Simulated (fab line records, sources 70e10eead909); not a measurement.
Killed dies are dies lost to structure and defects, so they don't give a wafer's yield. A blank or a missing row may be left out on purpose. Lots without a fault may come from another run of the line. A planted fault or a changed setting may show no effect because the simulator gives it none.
Which tool did it? | flow nand_harc | 12 lots, 36 wafers sampled, at 5 steps of a route of 1159

WHAT THE GAUGES READ, wafer by wafer
NHARC_END_SORT_01. Usual: defect_limited_yield 95.2 %, standard deviation 1.3; killed_at_array 29, standard deviation 9.4; killed_at_other 0.7, standard deviation 1.3; killed_at_periphery 2.9, standard deviation 2.1; killed_dies 32, standard deviation 9; killed_open 3.3, standard deviation 1.8; killed_short 1.9, standard deviation 1.4; sort_bin_2_pct 1.4 %, standard deviation 0.53; sort_bin_3_pct 0.28 %, standard deviation 0.21; sort_bin_4_pct 3.1 %, standard deviation 0.91; sort_n_pass 645, standard deviation 9; sort_rim_yield_pct 97.4 %, standard deviation 1.7; sort_yield_pct 95.2 %, standard deviation 1.3.
lot  | measured     | on        | defect_limited_yield (%) | killed_at_array | killed_at_other | killed_at_periphery | killed_dies | killed_open | killed_short | sort_bin_2_pct (%) | sort_bin_3_pct (%) | sort_bin_4_pct (%) | sort_n_pass | sort_rim_yield_pct (%) | sort_yield_pct (%) | flag
L511 | day 21 08:00 | prober-01 | 93.8 95.0 95.1           | 40 29 30        | 1 1 1           | 1 4 2               | 42 34 33    | 2 1 3       | 1 1 1        | 1.8 1.8 1.9        | 0.74 0 0.30        | 3.7 3.2 2.7        | 635 643 644 | 97.2 98.1 98.1         | 93.8 95.0 95.1     |
L515 | day 22 15:31 | prober-02 | 93.9 93.9 94.1           | 40 40 40        | 0 0 0           | 1 1 0               | 41 41 40    | 4 2 5       | 2 1 1        | 1.8 1.9 2.5        | 0.15 0 0.15        | 4.1 4.1 3.2        | 636 636 637 | 99.1 99.1 99.1         | 93.9 93.9 94.1     |
L518 | day 24 05:20 | prober-02 | 0 94.1 0                 | 37 40 48        | 637 0 628       | 3 0 1               | 677 40 677  | 2 0 4       | 3 1 1        | 1.6 1.8 2.5        | 94.83 0.15 92.76   | 3.5 4.0 4.7        | 0 637 0     | 0 99.1 0               | 0 94.1 0           | OFF
L522 | day 24 11:31 | prober-02 | 0 0.3 94.1               | 34 41 37        | 641 632 1       | 2 2 2               | 677 675 40  | 2 3 2       | 2 3 2        | 1.5 2.1 1.9        | 94.83 93.50 0.15   | 3.7 4.1 3.8        | 0 2 637     | 0 0 96.2               | 0 0.3 94.1         | OFF

WHICH TOOL RAN EACH LOT (tool, then ch and the chambers of the sampled wafers, then the start)
lot  | NHARC_THIN_TSV_ETCH_44             | NHARC_THIN_TSV_ETCH_15           | NHARC_THIN_TSV_ETCHBACK_48         | NHARC_THIN_TSV_ETCH_59
L508 | rie_diel-07 ch 0,1, day 20 00:04   | rie_si-02 ch 0,2,3, day 20 00:35 | rie_diel-07 ch 1,2,3, day 20 02:01 | rie_metal-02 ch 0,1, day 20 05:58
L511 | rie_diel-07 ch 0,1,2, day 20 15:56 | rie_si-03 ch 0,1,3, day 20 16:25 | rie_diel-07 ch 0,1,2, day 20 17:52 | rie_metal-03 ch 1, day 20 21:49
L510 | rie_diel-01 ch 0,1,2, day 21 00:53 | rie_si-02 ch 2,3, day 21 01:35   | rie_diel-01 ch 0,3, day 21 03:00   | rie_metal-03 ch 0,1, day 21 06:51
L512 | rie_diel-07 ch 0,3, day 21 01:52   | rie_si-03 ch 1,2,3, day 21 02:28 | rie_diel-01 ch 1,2,3, day 21 03:54 | rie_metal-01 ch 0,1, day 21 07:50
L509 | rie_diel-07 ch 1,2, day 21 03:12   | rie_si-04 ch 1,2,3, day 21 03:47 | rie_diel-07 ch 0,1,2, day 21 05:14 | rie_metal-02 ch 0,1, day 21 09:10
L514 | rie_diel-07 ch 0,1,3, day 21 08:04 | rie_si-02 ch 0,2,3, day 21 08:38 | rie_diel-07 ch 0,2,3, day 21 10:04 | rie_metal-03 ch 0,1, day 21 14:01
L515 | rie_diel-07 ch 0,2, day 21 16:25   | rie_si-03 ch 1,2, day 21 16:59   | rie_diel-07 ch 2,3, day 21 18:26   | rie_metal-01 ch 0,1, day 21 22:32
L519 | rie_diel-01 ch 0,3, day 22 18:43   | rie_si-03 ch 0,1,3, day 22 19:16 | rie_diel-01 ch 0,1,2, day 22 20:43 | rie_metal-01 ch 0,1, day 23 00:50
L523 | rie_diel-01 ch 0,1, day 23 05:59   | rie_si-02 ch 0,1,2, day 23 06:34 | rie_diel-05 ch 0,3, day 23 08:01   | rie_metal-01 ch 0,1, day 23 12:02
L518 | rie_diel-07 ch 1,3, day 23 07:13   | rie_si-04 ch 1,2,3, day 23 07:46 | rie_diel-05 ch 0,1, day 23 09:12   | rie_metal-03 ch 0,1, day 23 13:37
L522 | rie_diel-01 ch 0,1,2, day 23 09:30 | rie_si-02 ch 0,2,3, day 23 10:01 | rie_diel-01 ch 0,1,3, day 23 11:28 | rie_metal-03 ch 0,1, day 23 15:38
L525 | rie_diel-07 ch 1,3, day 23 22:05   | rie_si-04 ch 1,2,3, day 23 22:37 | rie_diel-05 ch 1,3, day 24 00:04   | rie_metal-02 ch 0, day 24 04:08
- NHARC_THIN_TSV_ETCH_44: etches the open film in CF4/O2, target depth 1594.2 nm, time 797.1 s.
- NHARC_THIN_TSV_ETCH_15: target depth 3000 nm, bosch target overetch cycles 2, bosch etch step 2.8 s.
- NHARC_THIN_TSV_ETCHBACK_48: etches the open film in C4F8/Ar, target depth 1028.5 nm, time 405.17 s.
- NHARC_THIN_TSV_ETCH_59: etches the open film in Cl2/BCl3, target depth 880 nm, time 138.1 s.

WHAT THE TOOLS THEMSELVES READ (means of the sampled wafers that have a number; where no wafer has one, the mark that the record gives instead)
NHARC_THIN_TSV_ETCH_44. Usual: drypump_motor_current_A 5.7 A, standard deviation 0.38; oes_product_au 1.000 a.u., standard deviation 0.011; rf_vpp_V 795 V, standard deviation 4.2; showerhead_plenum_p_Torr 1.84 Torr, standard deviation 0.065; throttle_valve_pct 16.914 %, standard deviation 0.0089.
lot  | tool        | drypump_motor_current_A (A) | oes_product_au (a.u.) | rf_vpp_V (V) | showerhead_plenum_p_Torr (Torr) | throttle_valve_pct (%) | flag
L508 | rie_diel-07 | 6.1                         | 1.002                 | 796          | 1.86                            | 16.914                 |
L511 | rie_diel-07 | 5.9                         | 0.995                 | 797          | 1.88                            | 16.913                 |
L510 | rie_diel-01 | 5.5                         | 0.999                 | 789          | 1.75                            | 16.916                 |
L512 | rie_diel-07 | 6.1                         | 1.006                 | 795          | 1.85                            | 16.919                 |
L509 | rie_diel-07 | 5.6                         | 0.989                 | 799          | 1.90                            | 16.907                 |
L514 | rie_diel-07 | 5.7                         | 1.003                 | 797          | 1.88                            | 16.910                 |
L515 | rie_diel-07 | 6.0                         | 0.994                 | 798          | 1.87                            | 16.921                 |
L519 | rie_diel-01 | 5.8                         | 0.997                 | 793          | 1.81                            | 16.913                 |
L523 | rie_diel-01 | 5.4                         | 1.002                 | 790          | 1.76                            | 16.913                 |
L518 | rie_diel-07 | 5.4                         | 0.993                 | 798          | 1.89                            | 16.917                 |
L522 | rie_diel-01 | 5.5                         | 0.993                 | 789          | 1.75                            | 16.912                 |
L525 | rie_diel-07 | 5.4                         | 1.002                 | 797          | 1.89                            | 16.913                 |

NHARC_THIN_TSV_ETCH_15. Usual: drypump_motor_current_A 6.0 A, standard deviation 0.35.
lot  | tool      | drypump_motor_current_A (A) | flag
L508 | rie_si-02 | 6.1                         |
L511 | rie_si-03 | 6.2                         |
L510 | rie_si-02 | 6.2                         |
L512 | rie_si-03 | 6.2                         |
L509 | rie_si-04 | 5.7                         |
L514 | rie_si-02 | 6.1                         |
L515 | rie_si-03 | 6.1                         |
L519 | rie_si-03 | 6.2                         |
L523 | rie_si-02 | 5.7                         |
L518 | rie_si-04 | 5.6                         |
L522 | rie_si-02 | 6.1                         |
L525 | rie_si-04 | 5.7                         |

NHARC_THIN_TSV_ETCHBACK_48. Usual: oes_product_au 0.95 a.u., standard deviation 0.032; rf_vpp_V 547.7 V, standard deviation 2.6.
lot  | tool        | oes_product_au (a.u.) | rf_vpp_V (V) | flag
L508 | rie_diel-07 | 0.98                  | 549.4        |
L511 | rie_diel-07 | 0.93                  | 549.6        |
L510 | rie_diel-01 | 0.93                  | 545.3        |
L512 | rie_diel-01 | 0.92                  | 544.0        |
L509 | rie_diel-07 | 0.92                  | 549.1        |
L514 | rie_diel-07 | 0.92                  | 548.8        |
L515 | rie_diel-07 | 0.95                  | 548.5        |
L519 | rie_diel-01 | 0.97                  | 543.3        |
L523 | rie_diel-05 | 1.01                  | 549.0        |
L518 | rie_diel-05 | 1.00                  | 548.2        |
L522 | rie_diel-01 | 0.92                  | 545.6        |
L525 | rie_diel-05 | 0.93                  | 550.1        |

NHARC_THIN_TSV_ETCH_59. Usual: drypump_motor_current_A 5.7 A, standard deviation 0.55; oes_product_au 1.009 a.u., standard deviation 0.01; throttle_valve_pct 22.265 %, standard deviation 0.01.
lot  | tool         | drypump_motor_current_A (A) | oes_product_au (a.u.) | throttle_valve_pct (%) | flag
L508 | rie_metal-02 | 4.9                         | 1.001                 | 22.269                 |
L511 | rie_metal-03 | 5.6                         | 1.014                 | 22.279                 |
L510 | rie_metal-03 | 5.5                         | 1.014                 | 22.263                 |
L512 | rie_metal-01 | 6.3                         | 1.006                 | 22.270                 |
L509 | rie_metal-02 | 5.0                         | 0.996                 | 22.264                 |
L514 | rie_metal-03 | 5.5                         | 1.016                 | 22.261                 |
L515 | rie_metal-01 | 6.2                         | 1.015                 | 22.259                 |
L519 | rie_metal-01 | 6.3                         | 1.011                 | 22.263                 |
L523 | rie_metal-01 | 6.3                         | 0.999                 | 22.254                 |
L518 | rie_metal-03 | 5.4                         | 0.947                 | 22.258                 | OFF
L522 | rie_metal-03 | 5.4                         | 0.945                 | 22.264                 | OFF
L525 | rie_metal-02 | 5.5                         | 1.014                 | 22.263                 |

THE ANSWER, worked out from the rows above alone
Rule: a lot is off if the mean of its wafers that have a number lies more than 3 standard deviations from the usual mean. A lot without any number at a reading at which 4 lots or more have one is off too. The other lots that the step has rows for count as sound. The gauges are gone through in route order, then the tools' own readings, and for those a lot's mean is taken as printed above. The first step at which some lot is off is used, and at that step the reading that is off furthest; a lot without a number counts as furthest.
Off: L518, L522, at NHARC_END_SORT_01 (killed_at_other). Neither off nor sound, because the step has no rows for them: L508, L510, L512, L509, L514, L519, L523, L525.
A tool fits if, at a process step before that reading, it ran every lot that is off, and no sound lot after the first of them. The gauges at NHARC_END_SORT_01 aren't tried: what is off there is off at NHARC_THIN_TSV_ETCH_59 too, on other tools, and a gauge's error can't cause that. One fits: rie_metal-03 at NHARC_THIN_TSV_ETCH_59. Its last sound lot is L511 (day 20 21:49), its first lot that is off L518 (day 23 13:37): a fault that began between those two fits.
The tool's own readings at NHARC_THIN_TSV_ETCH_59 bear it out: on the lots that are off they differ by more than 5 times the standard deviation of the sound lots' means. oes_product_au reads 0.946 a.u. there against 1.014 a.u. on the sound lots.

WHAT THE SIMULATOR HAD PUT IN
Process parameter drift: rie_metal-03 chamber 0, from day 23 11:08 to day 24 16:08, at NHARC_THIN_TSV_ETCH_59. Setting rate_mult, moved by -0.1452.
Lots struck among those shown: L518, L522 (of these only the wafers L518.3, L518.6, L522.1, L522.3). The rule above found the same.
